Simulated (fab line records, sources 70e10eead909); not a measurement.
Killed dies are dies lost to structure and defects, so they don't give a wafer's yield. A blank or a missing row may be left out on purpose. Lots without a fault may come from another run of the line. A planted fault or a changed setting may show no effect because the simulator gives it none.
fab line records | flow nand_harc
record lots=24 wafers=72 last_day=34
route steps=1302 shown A_DECK1_JOINT@543 A_ONON_D2@559 A_STAIRCASE@652
lots that met no fault: from a run of the same line without faults
start_h: hours from the record's first day to the start of the lot's first wafer shown | wait_h: hours since the lot's step before | " the same as in the row above | L1.1+2: a row that stands for several wafers | - no value, or no start given | * or withheld: withheld | < > ~ a bound
route shown NAME@n: a module of which the file shows steps, and the number in the route of the first | usual: mean/standard deviation of fault-free wafers | same: alike in all rows | chamber/n: place in a boat | sites: the reading at each site | _std_site: their standard deviation | _edge_site: outer sites' mean less inner sites' | radius_mm: how far each site lies from the wafer's centre | mask NAME#n: copy n | behind: the tool/chamber that last shaped the wafer | hold: why the lot was held/for how many hours/how that ended | device: the transistor (n, p or np) that didn't switch | end of line: the same wafers' tests at the end of the route | a step without rows: its recipe alone | killed: dies lost to structure and defects at the first sort, not the wafer's yield | map: a wafer's dies, x killed, . not, _ none there
set.NAME: the setting as run; set.NAME@STEP: as run at that earlier step | model.NAME: the simulator's own value behind a step, which no gauge read
steps of the route over a sample of lots; a table a step, a row a wafer
services: from which hour (start_h, from the record's first day; less than 0 if before it) a tool's chamber was out of use, for how many hours, and why
## steps
# step NHARC_A_DECK1_JOINT_THK_MEAS_17
# recipe thk_meas_gauge=ellipsometry
# usual thk_nm=45.1/1.2
# columns lot.wafer tool chamber start_h wait_h thk_nm
L074.2 film_metro-01 - 275.75 0.3 44.9
L074.3 " - " " 43.6
L074.4 " - " " 46.8
L075.1 film_metro-01 - 281.40 0.2 44.0
L075.2 " - " " 44.6
L075.5 " - " " 47.4
L077.3 film_metro-01 - 301.01 0.2 46.4
L077.4 " - " " 46.6
L077.5 " - " " 45.0
L076.2 film_metro-02 - 301.01 0.2 45.5
L076.3 " - " " 42.7
L076.5 " - " " 45.4
L079.1 film_metro-02 - 316.39 0.3 43.7
L079.2 " - " " 44.6
L079.4 " - " " 46.5
L078.4 film_metro-02 - 323.00 0.2 46.2
L078.5 " - " " 45.4
L078.6 " - " " 46.0
L080.3 film_metro-02 - 338.04 0.3 44.6
L080.4 " - " " 45.3
L080.6 " - " " 44.3
L081.1 film_metro-01 - 338.18 0.3 44.6
L081.2 " - " " 45.3
L081.5 " - " " 45.0
L082.2 film_metro-02 - 351.41 0.2 45.0
L082.3 " - " " 44.4
L082.4 " - " " 45.7
L083.2 film_metro-01 - 362.17 0.2 46.2
L083.3 " - " " 45.9
L083.6 " - " " 45.7
L084.1 film_metro-01 - 377.80 0.2 44.4
L084.3 " - " " 45.1
L084.6 " - " " 45.3
L085.1 film_metro-01 - 387.05 0.3 44.9
L085.3 " - " " 45.9
L085.6 " - " " 45.7
L087.2 film_metro-02 - 397.26 0.2 44.4
L087.3 " - " " 45.2
L087.4 " - " " 46.0
L086.4 film_metro-01 - 397.26 0.2 44.6
L086.5 " - " " 45.2
L086.6 " - " " 46.8
L088.2 film_metro-01 - 417.84 0.2 42.6
L088.3 " - " " 45.9
L088.5 " - " " 46.1
L089.2 film_metro-02 - 424.91 0.2 44.0
L089.4 " - " " 44.5
L089.5 " - " " 43.3
L091.1 film_metro-02 - 441.28 0.2 46.3
L091.3 " - " " 45.2
L091.5 " - " " 44.7
L090.1 film_metro-01 - 441.28 0.2 43.9
L090.4 " - " " 43.6
L090.5 " - " " 45.0
L092.1 film_metro-01 - 451.95 0.2 43.8
L092.3 " - " " 44.0
L092.5 " - " " 43.1
L093.3 film_metro-01 - 468.29 0.3 44.3
L093.4 " - " " 46.5
L093.5 " - " " 45.3
L095.4 film_metro-02 - 481.36 0.1 43.0
L095.5 " - " " 44.5
L095.6 " - " " 46.7
L094.2 film_metro-01 - 484.32 0.2 46.4
L094.3 " - " " 46.6
L094.4 " - " " 47.2
L096.1 film_metro-01 - 486.88 0.2 44.8
L096.3 " - " " 43.8
L096.6 " - " " 44.7
L097.3 film_metro-01 - 506.53 0.2 46.0
L097.4 " - " " 45.7
L097.5 " - " " 45.5
# step NHARC_A_ONON_D2_THK_MEAS_21
# recipe thk_meas_gauge=ellipsometry
# usual thk_nm=998/8.1
# columns lot.wafer tool chamber start_h wait_h thk_nm
L074.2 film_metro-01 - 286.99 - 993
L074.3 " - " " 991
L074.4 " - " " 994
L075.1 film_metro-02 - 292.83 - 1003
L075.2 " - " " 1002
L075.5 " - " " 1002
L077.3 film_metro-01 - 312.44 - 991
L077.4 " - " " 990
L077.5 " - " " 992
L076.2 film_metro-02 - 312.44 - 1013
L076.3 " - " " 1010
L076.5 " - " " 1011
L079.1 film_metro-02 - 327.57 - 1017
L079.2 " - " " 1015
L079.4 " - " " 1016
L078.4 film_metro-02 - 333.82 - 992
L078.5 " - " " 990
L078.6 " - " " 989
L080.3 film_metro-01 - 349.21 - 999
L080.4 " - " " 999
L080.6 " - " " 998
L081.1 film_metro-02 - 349.22 - 991
L081.2 " - " " 991
L081.5 " - " " 989
L082.2 film_metro-02 - 362.22 - 986
L082.3 " - " " 985
L082.4 " - " " 985
L083.2 film_metro-01 - 373.29 - 998
L083.3 " - " " 997
L083.6 " - " " 998
L084.1 film_metro-01 - 389.25 - 1005
L084.3 " - " " 1003
L084.6 " - " " 1006
L085.1 film_metro-02 - 401.08 - 1010
L085.3 " - " " 1007
L085.6 " - " " 1009
L087.2 film_metro-01 - 408.76 - 988
L087.3 " - " " 988
L087.4 " - " " 987
L086.4 film_metro-02 - 408.76 - 1004
L086.5 " - " " 1003
L086.6 " - " " 1004
L088.2 film_metro-01 - 431.78 - 993
L088.3 " - " " 994
L088.5 " - " " 995
L089.2 film_metro-02 - 435.68 - 993
L089.4 " - " " 995
L089.5 " - " " 994
L091.1 film_metro-02 - 452.02 - 1003
L091.3 " - " " 1003
L091.5 " - " " 1003
L090.1 film_metro-01 - 452.03 - 1005
L090.4 " - " " 1002
L090.5 " - " " 1005
L092.1 film_metro-01 - 463.07 - 998
L092.3 " - " " 997
L092.5 " - " " 997
L093.3 film_metro-01 - 479.12 - 990
L093.4 " - " " 991
L093.5 " - " " 991
L094.2 film_metro-01 - 496.41 - 991
L094.3 " - " " 992
L094.4 " - " " 995
L095.4 film_metro-01 - 496.55 - 999
L095.5 " - " " 999
L095.6 " - " " 997
L096.1 film_metro-01 - 496.76 - 1003
L096.3 " - " " 1001
L096.6 " - " " 1005
L097.3 film_metro-02 - 517.99 - 983
L097.4 " - " " 983
L097.5 " - " " 984
# step NHARC_A_STAIRCASE_ETCH_170
# recipe target_depth_a=2000 time_s=66.667 ion_energy_ev=250 c4f6_flow_sccm=25 o2_flow_sccm=20 ar_flow_sccm=500 rf_w=600 bias_w=500 chemistry=C4F6/O2
# usual drypump_motor_current_A=5.7/0.58 mfc_ar_sccm=500.0/1.5 oes_product_au=0.977/0.016 rf_vpp_V=547/3.9 showerhead_plenum_p_Torr=3.93/0.19 throttle_valve_pct=26.904/0.0089
# columns lot.wafer tool chamber start_h wait_h drypump_motor_current_A mfc_ar_sccm oes_product_au rf_hours_counter_h rf_vpp_V showerhead_plenum_p_Torr throttle_valve_pct
L074.4 rie_diel-13 3 - - 5.4 499.0 0.985 0 550 4.07 26.898
L074.2 " 0 " " 6.2 500.6 0.980 0 547 3.91 26.900
L074.3 " 1 " " 6.3 501.7 0.982 0 541 3.69 26.891
L075.1 rie_diel-13 2 - - 5.3 501.7 0.985 0 545 3.76 26.913
L075.2 " 3 " " 5.4 502.7 0.983 0 549 4.07 26.903
L075.5 " 2 " " 5.3 499.5 0.982 - 543 3.76 26.910
L076.2 rie_diel-13 3 - - 5.4 499.0 0.985 10 549 4.06 26.891
L076.3 " 0 " " 6.3 502.3 0.979 10 547 3.90 26.904
L076.5 " 3 " " 5.4 500.1 0.988 - 552 4.06 26.904
L077.4 rie_diel-12 2 394.50 - 5.1 499.8 1.014 36 541 3.65 26.921
L077.3 " 3 " " 5.8 499.5 1.004 38 550 4.04 26.904
L077.5 " 2 " " 5.1 498.2 1.005 - 541 3.65 26.896
L079.1 rie_diel-12 3 - - 5.8 499.1 0.984 40 550 4.04 26.917
L079.4 " 0 " " 4.9 499.0 0.967 43 542 3.70 26.903
L079.2 " 1 " " 6.5 498.8 0.980 43 545 3.88 26.885
L078.4 rie_diel-12 2 - - 5.1 498.2 0.970 37 541 3.65 26.907
L078.6 " 2 " " 5.1 499.7 0.982 - 541 3.65 26.924
L078.5 " 3 " " 5.8 500.9 0.968 - 550 4.04 26.907
L081.1 rie_diel-13 3 - - 5.4 499.8 0.973 19 551 4.05 26.892
L081.2 " 1 " " 6.3 500.7 0.992 18 542 3.68 26.889
L081.5 " 2 " " 5.3 501.8 0.985 - 543 3.75 26.908
L080.4 rie_diel-13 1 - - 6.3 500.6 0.997 18 542 3.68 26.888
L080.3 " 3 " " 5.4 498.0 0.964 19 548 4.05 26.896
L080.6 " 1 " " 6.3 500.6 0.992 - 544 3.68 26.906
L082.4 rie_diel-13 0 - - 6.2 498.7 0.993 23 547 3.90 26.907
L082.2 " 1 " " 6.3 500.1 0.987 22 543 3.68 26.909
L082.3 " 2 " " 5.3 501.7 0.977 17 544 3.75 26.908
L083.2 rie_diel-02 2 435.31 0.1 6.6 500.1 0.967 10 544 3.85 26.890
L083.3 " 1 " " 5.0 500.7 0.965 - 551 4.22 26.890
L083.6 " 2 " " 6.6 501.1 0.982 - 546 3.85 26.897
L084.3 rie_diel-02 1 - - 5.0 500.5 0.948 23 553 4.21 26.890
L084.1 " 2 " " 6.5 501.5 0.951 20 545 3.85 26.899
L084.6 " 2 " " 6.6 502.1 0.957 - 545 3.85 26.913
L085.3 rie_diel-02 2 - - 6.6 497.9 0.976 22 544 3.85 26.909
L085.1 " 0 " " 5.8 500.4 0.950 20 552 4.18 26.902
L085.6 " 1 " " 5.0 501.2 0.955 - 553 4.21 26.905
L087.3 rie_diel-12 0 - - 4.9 501.3 0.986 3 543 3.69 26.915
L087.2 " 2 " " 5.1 500.6 0.988 5 552 4.22 26.893
L087.4 " 2 " " 5.1 496.9 0.990 - 552 4.22 26.906
L086.4 rie_diel-13 2 - - 5.3 500.7 0.997 31 543 3.74 26.902
L086.6 " 1 " " 6.3 499.3 0.980 - 543 3.67 26.909
L086.5 " 2 " " 5.3 501.8 0.992 - 542 3.74 26.913
L088.3 rie_diel-02 0 - - 5.8 500.2 0.951 32 554 4.17 26.892
L088.2 " 2 " " 6.6 501.6 0.948 35 544 3.84 26.897
L088.5 " 0 " " 5.8 500.7 0.941 - 551 4.17 26.908
L089.4 rie_diel-02 3 - - 6.0 503.9 0.979 28 545 3.79 26.903
L089.2 " 2 " " 6.7 499.1 0.976 36 546 3.84 26.911
L089.5 " 3 " " 5.9 503.2 0.994 - 542 3.79 26.919
L090.1 rie_diel-12 3 - - 5.8 497.6 0.977 23 549 4.01 26.911
L090.4 " 0 " " 4.9 499.2 0.988 20 541 3.68 26.904
L090.5 " 3 " " 5.7 499.1 0.967 - 550 4.01 26.895
L091.3 rie_diel-12 0 - - 4.9 500.5 0.965 20 543 3.68 26.891
L091.1 " 2 " " 5.1 501.7 0.971 23 553 4.21 26.924
L091.5 " 0 " " 4.9 498.6 0.967 - 541 3.68 26.895
L092.3 rie_diel-02 1 - - 5.0 500.1 0.978 42 552 4.20 26.914
L092.1 " 3 " " 5.9 501.0 0.985 40 544 3.78 26.915
L092.5 " 1 " " 5.0 500.0 0.976 - 551 4.20 26.913
L093.4 rie_diel-02 2 - - 6.6 498.9 0.962 47 544 3.83 26.903
L093.3 " 0 " " 5.8 501.8 0.984 47 552 4.16 26.897
L093.5 " 3 " " 5.9 502.0 0.971 - 544 3.78 26.896
L095.4 rie_diel-02 3 - - 5.9 501.8 0.982 51 543 3.78 26.903
L095.6 " 1 " " 5.0 497.7 0.957 - 552 4.19 26.903
L095.5 " 2 " " 6.6 499.7 0.981 - 545 3.83 26.901
L096.1 rie_diel-12 2 - - 5.1 500.5 1.002 36 552 4.20 26.904
L096.3 " 3 " " 5.8 498.1 0.980 38 549 4.00 26.889
L096.6 " 3 " " 5.8 498.8 0.976 - 548 4.00 26.893
L094.4 rie_diel-02 2 - - 6.6 500.1 0.986 49 544 3.83 26.897
L094.2 " 3 " " 5.9 500.2 0.994 51 544 3.78 26.910
L094.3 " 0 " " 5.8 502.4 0.981 55 551 4.16 26.908
L097.4 rie_diel-02 0 - - 5.8 501.7 0.993 0 550 4.16 26.909
L097.3 " 1 " " 5.0 500.6 0.976 0 552 4.19 26.917
L097.5 " 3 " " 6.0 501.1 0.979 - 541 3.77 26.909
# step NHARC_A_STAIRCASE_TRIM_12
# recipe time_s=211.2 o2_flow_sccm=500 ar_flow_sccm=0 bias_w=0 chemistry=O2
# usual drypump_motor_current_A=5.8/0.54 mfc_ar_sccm=0.0014/0.002 oes_product_au=1.002/0.0096 rf_vpp_V=57.7/0.96 showerhead_plenum_p_Torr=3.51/0.17 throttle_valve_pct=17.037/0.009
# columns lot.wafer tool chamber start_h wait_h drypump_motor_current_A mfc_ar_sccm oes_product_au rf_hours_counter_h rf_vpp_V showerhead_plenum_p_Torr throttle_valve_pct
L074.3 rie_diel-02 0 355.22 0.1 5.8 0.0037 1.007 43 58.8 3.78 17.038
L074.2 " 1 " " 5.0 0 1.005 42 57.2 3.28 17.037
L074.4 " 2 " " 6.6 0 0.999 44 57.4 3.48 17.051
L075.1 rie_diel-13 2 355.36 0.1 5.2 0 1.016 1 59.2 3.38 17.031
L075.2 " 0 " " 6.2 0.0019 0.990 0 57.3 3.52 17.033
L075.5 " 2 " " 5.2 0 1.022 - 56.6 3.38 17.046
L076.2 rie_diel-13 2 378.08 0.1 5.3 0 1.013 5 58.1 3.37 17.025
L076.3 " 0 " " 6.3 0.0019 1.002 10 59.2 3.51 17.042
L076.5 " 1 " " 6.3 0 1.003 - 56.1 3.31 17.033
L077.3 rie_diel-13 0 396.22 0.1 6.2 0.0019 1.002 15 59.6 3.51 17.018
L077.4 " 2 " " 5.3 0 1.007 9 56.3 3.37 17.034
L077.5 " 3 " " 5.4 0.0062 1.009 - 57.5 3.65 17.034
L079.4 rie_diel-13 0 403.40 0.1 6.3 0.0019 1.009 17 59.0 3.51 17.045
L079.2 " 2 " " 5.2 0 1.003 11 57.6 3.37 17.035
L079.1 " 3 " " 5.4 0.0062 1.012 16 57.0 3.65 17.038
L078.4 rie_diel-02 0 403.59 0.1 5.8 0.0037 0.993 0 59.4 3.78 17.029
L078.6 " 2 " " 6.6 0 1.009 - 57.8 3.47 17.049
L078.5 " 3 " " 6.0 0 1.007 - 57.2 3.42 17.039
L081.2 rie_diel-13 1 416.82 0.1 6.3 0 1.005 18 59.6 3.31 17.042
L081.1 " 2 " " 5.3 0 1.000 14 57.1 3.37 17.059
L081.5 " 1 " " 6.3 0 1.007 - 58.5 3.31 17.050
L080.3 rie_diel-13 3 420.44 0.1 5.4 0.0062 1.013 21 56.5 3.65 17.042
L080.4 " 2 " " 5.2 0 1.006 16 56.9 3.37 17.033
L080.6 " 0 " " 6.3 0.0019 1.021 - 58.4 3.50 17.043
L082.3 rie_diel-12 3 431.04 0.1 5.7 0.0023 1.000 52 57.6 3.63 17.050
L082.2 " 1 " " 6.5 0 1.002 57 56.9 3.48 17.040
L082.4 " 2 " " 5.1 0 1.014 49 55.1 3.27 17.039
L083.2 rie_diel-02 1 437.09 0.1 5.0 0 0.972 14 58.7 3.80 17.027
L083.3 " 2 " " 6.6 0 1.006 11 57.2 3.46 17.055
L083.6 " 0 " " 5.8 0.0037 0.988 - 59.1 3.77 17.037
L084.3 rie_diel-12 2 455.24 0.1 5.1 0 1.006 0 59.0 3.81 17.041
L084.1 " 3 " " 5.7 0.0023 0.987 0 58.8 3.62 17.050
L084.6 " 1 " " 6.5 0 0.998 - 58.0 3.48 17.028
L085.3 rie_diel-13 2 464.70 0.2 5.3 0 0.997 30 56.0 3.36 17.022
L085.1 " 3 " " 5.4 0.0062 0.990 35 56.6 3.64 17.026
L085.6 " 0 " " 6.3 0.0019 0.992 - 59.0 3.50 17.044
L087.2 rie_diel-12 3 472.45 0.2 5.7 0.0023 0.993 6 58.3 3.62 17.028
L087.3 " 0 " " 4.9 0 0.999 4 57.7 3.31 17.047
L087.4 " 0 " " 4.9 0 1.000 - 57.4 3.31 17.037
L086.5 rie_diel-12 0 472.85 0.2 4.9 0 1.014 - 56.3 3.31 17.061
L086.6 " 2 " " 5.1 0 1.010 - 58.0 3.80 17.037
L086.4 " 3 " " 5.7 0.0023 0.995 - 58.8 3.62 17.042
L088.2 rie_diel-02 1 504.80 0.1 5.0 0 0.998 33 58.6 3.79 17.039
L088.3 " 0 " " 5.8 0.0037 0.991 33 57.2 3.76 17.039
L088.5 " 1 " " 5.0 0 1.003 - 57.8 3.79 17.040
L089.2 rie_diel-13 2 507.10 0.1 5.3 0 1.010 43 58.3 3.35 17.030
L089.4 " 0 " " 6.2 0.0019 0.999 42 57.1 3.49 17.038
L089.5 " 2 " " 5.3 0 0.997 - 58.5 3.35 17.035
L090.4 rie_diel-12 2 519.61 0.1 5.1 0 1.018 24 59.2 3.79 17.038
L090.1 " 0 " " 4.9 0 1.010 21 59.2 3.30 17.041
L090.5 " 2 " " 5.1 0 1.015 - 58.1 3.80 17.035
L091.3 rie_diel-13 2 519.79 0.1 5.3 0 1.006 50 57.5 3.35 17.025
L091.1 " 3 " " 5.4 0.0062 1.005 50 58.8 3.63 17.032
L091.5 " 0 " " 6.3 0.0019 0.996 - 58.0 3.49 17.044
L092.3 rie_diel-02 3 530.48 0.1 5.9 0 0.983 42 56.3 3.40 17.036
L092.1 " 0 " " 5.8 0.0037 0.995 46 58.3 3.75 17.038
L092.5 " 3 " " 5.9 0 1.006 - 57.6 3.40 17.043
L093.3 rie_diel-12 0 542.39 0.1 4.9 0 0.996 30 58.5 3.29 17.020
L093.4 " 1 " " 6.5 0 1.000 29 56.4 3.47 17.042
L093.5 " 3 " " 5.8 0.0023 0.981 - 57.8 3.61 17.048
L095.4 rie_diel-02 0 562.25 0.1 5.8 0.0037 1.001 55 58.4 3.74 17.036
L095.6 " 3 " " 5.9 0 1.001 - 57.6 3.39 17.038
L095.5 " 0 " " 5.8 0.0037 1.003 - 57.5 3.74 17.027
L096.1 rie_diel-13 1 562.53 0.1 6.3 0 1.018 11 57.7 3.28 17.050
L096.3 " 0 " " 6.2 0.0019 1.006 8 57.0 3.48 17.041
L096.6 " 1 " " 6.3 0 1.010 - 55.7 3.28 17.040
L094.2 rie_diel-13 3 562.74 0.1 5.4 0.0062 1.005 9 57.2 3.63 17.024
L094.4 " 0 " " 6.3 0.0019 0.998 8 56.8 3.48 17.044
L094.3 " 2 " " 5.3 0 0.995 11 58.9 3.34 17.053
L097.3 rie_diel-13 0 582.27 0.1 6.2 0.0019 1.001 13 57.1 3.48 17.020
L097.4 " 1 " " 6.3 0 1.017 15 58.0 3.28 17.028
L097.5 " 1 " " 6.3 0 1.011 - 56.2 3.28 17.017
# step NHARC_A_STAIRCASE_TRIM_14
# recipe time_s=211.2 o2_flow_sccm=500 ar_flow_sccm=0 bias_w=0 chemistry=O2
# usual drypump_motor_current_A=5.7/0.54 mfc_ar_sccm=0.0014/0.0021 oes_product_au=1.003/0.0088 rf_vpp_V=57.7/0.9 showerhead_plenum_p_Torr=3.51/0.17 throttle_valve_pct=17.037/0.01
# columns lot.wafer tool chamber start_h wait_h drypump_motor_current_A mfc_ar_sccm oes_product_au rf_hours_counter_h rf_vpp_V showerhead_plenum_p_Torr throttle_valve_pct
L074.4 rie_diel-02 0 - - 5.8 0.0037 1.012 43 57.7 3.78 17.019
L074.2 " 1 " " 5.0 0 1.006 43 56.4 3.28 17.029
L074.3 " 2 " " 6.5 0 1.001 45 59.0 3.48 17.027
L075.2 rie_diel-13 3 - - 5.4 0.0062 1.017 1 57.8 3.66 17.036
L075.1 " 2 " " 5.3 0 1.020 1 58.3 3.38 17.042
L075.5 " 0 " " 6.3 0.0019 0.998 - 57.9 3.51 17.049
L076.3 rie_diel-13 2 - - 5.2 0 1.019 5 57.2 3.37 17.017
L076.2 " 0 " " 6.3 0.0019 0.995 10 56.9 3.51 17.033
L076.5 " 2 " " 5.3 0 1.016 - 56.9 3.37 17.032
L077.4 rie_diel-13 0 - - 6.2 0.0019 1.005 15 56.7 3.51 17.047
L077.3 " 1 " " 6.3 0 1.003 14 57.5 3.31 17.044
L077.5 " 0 " " 6.2 0.0019 0.998 - 56.7 3.51 17.049
L079.4 rie_diel-13 2 - - 5.3 0 1.006 11 56.1 3.37 17.049
L079.1 " 3 " " 5.4 0.0062 1.011 16 58.6 3.65 17.012
L079.2 " 0 " " 6.2 0.0019 1.009 17 57.7 3.51 17.049
L078.4 rie_diel-02 3 - - 5.9 0 1.000 0 56.6 3.42 17.036
L078.5 " 1 " " 5.0 0 0.996 - 57.9 3.81 17.046
L078.6 " 2 " " 6.6 0 1.011 - 57.3 3.47 17.027
L081.1 rie_diel-13 1 - - 6.3 0 1.014 18 57.9 3.31 17.017
L081.2 " 2 " " 5.3 0 1.000 14 58.0 3.37 17.033
L081.5 " 3 " " 5.4 0.0062 1.006 - 58.1 3.65 17.047
L080.4 rie_diel-13 2 - - 5.3 0 0.997 16 56.5 3.37 17.044
L080.3 " 1 " " 6.3 0 1.019 20 58.1 3.30 17.040
L080.6 " 2 " " 5.3 0 1.008 - 58.9 3.37 17.040
L082.3 rie_diel-12 1 - - 6.5 0 1.004 57 57.4 3.48 17.025
L082.2 " 2 " " 5.1 0 1.001 49 57.7 3.27 17.040
L082.4 " 3 " " 5.7 0.0023 1.001 52 59.7 3.63 17.034
L083.3 rie_diel-02 1 - - 5.0 0 0.998 14 59.0 3.80 17.033
L083.2 " 0 " " 5.8 0.0037 1.000 9 58.9 3.77 17.035
L083.6 " 0 " " 5.8 0.0037 0.985 - 57.2 3.77 17.025
L084.3 rie_diel-12 2 - - 5.1 0 1.014 0 58.9 3.81 17.053
L084.1 " 3 " " 5.7 0.0023 0.978 0 57.9 3.62 17.051
L084.6 " 2 " " 5.1 0 1.004 - 58.4 3.81 17.031
L085.3 rie_diel-13 1 - - 6.3 0 1.000 33 57.5 3.30 17.048
L085.1 " 2 " " 5.3 0 1.016 30 57.0 3.36 17.033
L085.6 " 1 " " 6.3 0 1.004 - 59.0 3.30 17.043
L087.2 rie_diel-12 0 - - 4.9 0 0.992 4 56.1 3.31 17.036
L087.3 " 2 " " 5.1 0 1.004 6 58.1 3.80 17.018
L087.4 " 3 " " 5.7 0.0023 0.994 - 57.7 3.62 17.031
L086.6 rie_diel-12 3 - - 5.8 0.0023 0.996 - 58.2 3.62 17.032
L086.4 " 0 " " 4.9 0 1.001 - 57.1 3.31 17.022
L086.5 " 2 " " 5.1 0 1.012 - 59.2 3.80 17.024
L088.2 rie_diel-02 2 - - 6.6 0 1.001 36 58.3 3.45 17.045
L088.3 " 0 " " 5.8 0.0037 1.004 33 58.1 3.76 17.036
L088.5 " 3 " " 5.9 0 1.010 - 58.7 3.40 17.039
L089.2 rie_diel-13 1 - - 6.3 0 1.001 45 57.5 3.29 17.049
L089.4 " 2 " " 5.3 0 1.017 43 58.2 3.35 17.026
L089.5 " 0 " " 6.2 0.0019 1.020 - 59.0 3.49 17.039
L090.4 rie_diel-12 2 - - 5.1 0 1.016 24 58.2 3.79 17.046
L090.1 " 3 " " 5.8 0.0023 0.989 23 57.9 3.61 17.036
L090.5 " 1 " " 6.5 0 1.010 - 58.4 3.47 17.041
L091.1 rie_diel-13 1 - - 6.3 0 1.011 50 56.7 3.29 17.038
L091.3 " 2 " " 5.3 0 1.012 50 58.0 3.35 17.045
L091.5 " 0 " " 6.2 0.0019 1.000 - 56.4 3.49 17.045
L092.1 rie_diel-02 3 - - 5.9 0 0.992 42 58.1 3.40 17.042
L092.3 " 0 " " 5.8 0.0037 1.001 46 59.0 3.75 17.029
L092.5 " 0 " " 5.7 0.0037 0.993 - 58.2 3.75 17.027
L093.3 rie_diel-12 0 - - 4.9 0 0.995 30 56.7 3.29 17.045
L093.4 " 2 " " 5.1 0 1.014 32 58.0 3.79 17.037
L093.5 " 3 " " 5.7 0.0023 1.002 - 56.7 3.61 17.041
L095.4 rie_diel-02 3 - - 5.9 0 1.000 51 57.1 3.39 17.028
L095.5 " 0 " " 5.8 0.0037 0.999 - 58.0 3.74 17.021
L095.6 " 1 " " 5.0 0 0.996 - 57.6 3.78 17.015
L096.3 rie_diel-13 1 - - 6.3 0 1.018 11 58.1 3.28 17.030
L096.1 " 2 " " 5.3 0 0.993 11 58.6 3.34 17.034
L096.6 " 1 " " 6.3 0 0.998 - 56.5 3.28 17.045
L094.4 rie_diel-13 3 - - 5.4 0.0062 1.002 9 59.0 3.63 17.033
L094.2 " 1 " " 6.3 0 1.013 11 56.7 3.28 17.041
L094.3 " 2 " " 5.3 0 0.996 12 56.6 3.34 17.042
L097.4 rie_diel-13 2 - - 5.3 0 1.003 17 55.9 3.34 17.018
L097.3 " 3 " " 5.4 0.0062 1.008 15 58.3 3.62 17.037
L097.5 " 2 " " 5.3 0 0.995 - 57.3 3.34 17.043
# step NHARC_A_STAIRCASE_ETCH_15
# recipe target_depth_a=1000 time_s=40.5 ion_energy_ev=400 c4f8_flow_sccm=20 o2_flow_sccm=10 ar_flow_sccm=withheld rf_w=600 bias_w=1000 chemistry=C4F8/O2
# usual oes_product_au=0.944/0.011 rf_vpp_V=896/6.2
# columns lot.wafer tool chamber start_h wait_h oes_product_au rf_hours_counter_h rf_vpp_V
L074.3 rie_diel-02 2 - - 0.952 45 895
L074.4 " 3 " " 0.952 45 892
L074.2 " 1 " " 0.941 43 889
L075.1 rie_diel-13 1 - - 0.959 1 887
L075.2 " 0 " " 0.954 1 895
L075.5 " 1 " " 0.954 - 888
L076.2 rie_diel-13 1 - - 0.940 9 888
L076.3 " 3 " " 0.942 11 900
L076.5 " 2 " " 0.947 - 889
L077.4 rie_diel-13 0 - - 0.940 15 895
L077.3 " 2 " " 0.959 9 891
L077.5 " 3 " " 0.961 - 901
L079.2 rie_diel-13 2 - - 0.955 11 890
L079.1 " 3 " " 0.954 16 902
L079.4 " 1 " " 0.964 15 888
L078.4 rie_diel-02 2 - - 0.951 0 893
L078.6 " 0 " " 0.958 - 905
L078.5 " 1 " " 0.948 - 905
L081.1 rie_diel-13 1 - - 0.961 18 888
L081.2 " 3 " " 0.953 20 900
L081.5 " 0 " " 0.947 - 895
L080.3 rie_diel-13 3 - - 0.934 21 901
L080.4 " 0 " " 0.946 22 894
L080.6 " 2 " " 0.936 - 890
L082.4 rie_diel-12 0 - - 0.945 58 888
L082.3 " 1 " " 0.960 58 894
L082.2 " 2 " " 0.949 49 888
L083.3 rie_diel-02 0 - - 0.932 9 906
L083.2 " 1 " " 0.921 14 904
L083.6 " 1 " " 0.923 - 905
L084.3 rie_diel-12 3 - - 0.928 0 900
L084.1 " 2 " " 0.962 0 905
L084.6 " 3 " " 0.930 - 899
L085.3 rie_diel-13 0 - - 0.931 33 896
L085.1 " 1 " " 0.941 33 888
L085.6 " 1 " " 0.934 - 889
L087.2 rie_diel-12 0 - - 0.931 4 888
L087.3 " 2 " " 0.939 6 906
L087.4 " 0 " " 0.912 - 888
L086.5 rie_diel-12 0 - - 0.936 - 889
L086.4 " 2 " " 0.936 - 908
L086.6 " 3 " " 0.923 - 899
L088.3 rie_diel-02 0 - - 0.939 33 904
L088.2 " 2 " " 0.932 36 893
L088.5 " 1 " " 0.941 - 906
L089.4 rie_diel-13 3 - - 0.939 44 901
L089.2 " 1 " " 0.951 45 887
L089.5 " 3 " " 0.931 - 899
L090.4 rie_diel-12 2 - - 0.956 24 905
L090.1 " 1 " " 0.946 19 895
L090.5 " 3 " " 0.951 - 899
L091.3 rie_diel-13 2 - - 0.957 50 890
L091.1 " 1 " " 0.945 50 886
L091.5 " 3 " " 0.941 - 900
L092.1 rie_diel-02 1 - - 0.940 43 905
L092.3 " 0 " " 0.940 46 904
L092.5 " 2 " " 0.943 - 893
L093.3 rie_diel-12 1 - - 0.956 29 895
L093.4 " 2 " " 0.946 32 905
L093.5 " 0 " " 0.946 - 889
L095.4 rie_diel-02 0 - - 0.942 55 902
L095.6 " 1 " " 0.928 - 904
L095.5 " 2 " " 0.940 - 894
L096.3 rie_diel-13 0 - - 0.939 9 895
L096.1 " 2 " " 0.930 11 890
L096.6 " 3 " " 0.941 - 900
L094.2 rie_diel-13 0 - - 0.930 9 894
L094.4 " 1 " " 0.955 11 887
L094.3 " 3 " " 0.935 9 900
L097.3 rie_diel-13 2 - - 0.950 17 888
L097.4 " 3 " " 0.980 15 899
L097.5 " 0 " " 0.951 - 894
## services
# columns tool chamber start_h hours kind
rie_diel-13 - 344.18 9.0 pm
rie_diel-13 0 344.18 9.0 vent_cycle
rie_diel-13 1 344.18 9.0 vent_cycle
rie_diel-13 2 344.18 9.0 vent_cycle
rie_diel-13 3 344.18 9.0 vent_cycle
rie_diel-13 0 353.18 - clean
rie_diel-13 0 353.18 - consumable_replace:esc
rie_diel-13 1 353.18 - clean
rie_diel-13 2 353.18 - clean
rie_diel-13 3 353.18 - clean
rie_diel-13 - 359.23 0.7 repair
rie_diel-13 2 366.09 6.4 repair
rie_diel-02 0 377.40 2.1 repair
rie_diel-12 2 378.86 2.6 repair
rie_diel-02 - 394.46 9.0 pm
rie_diel-13 - 423.11 5.7 repair
rie_diel-02 0 424.08 12.3 repair
rie_diel-02 3 434.93 28.6 repair
rie_diel-12 - 445.82 9.0 pm
rie_diel-12 1 469.74 9.5 repair
rie_diel-13 0 475.54 6.6 repair
rie_diel-13 3 499.83 6.7 repair
rie_diel-13 - 521.79 9.0 pm
rie_diel-02 2 547.77 7.8 repair
## key
fault none
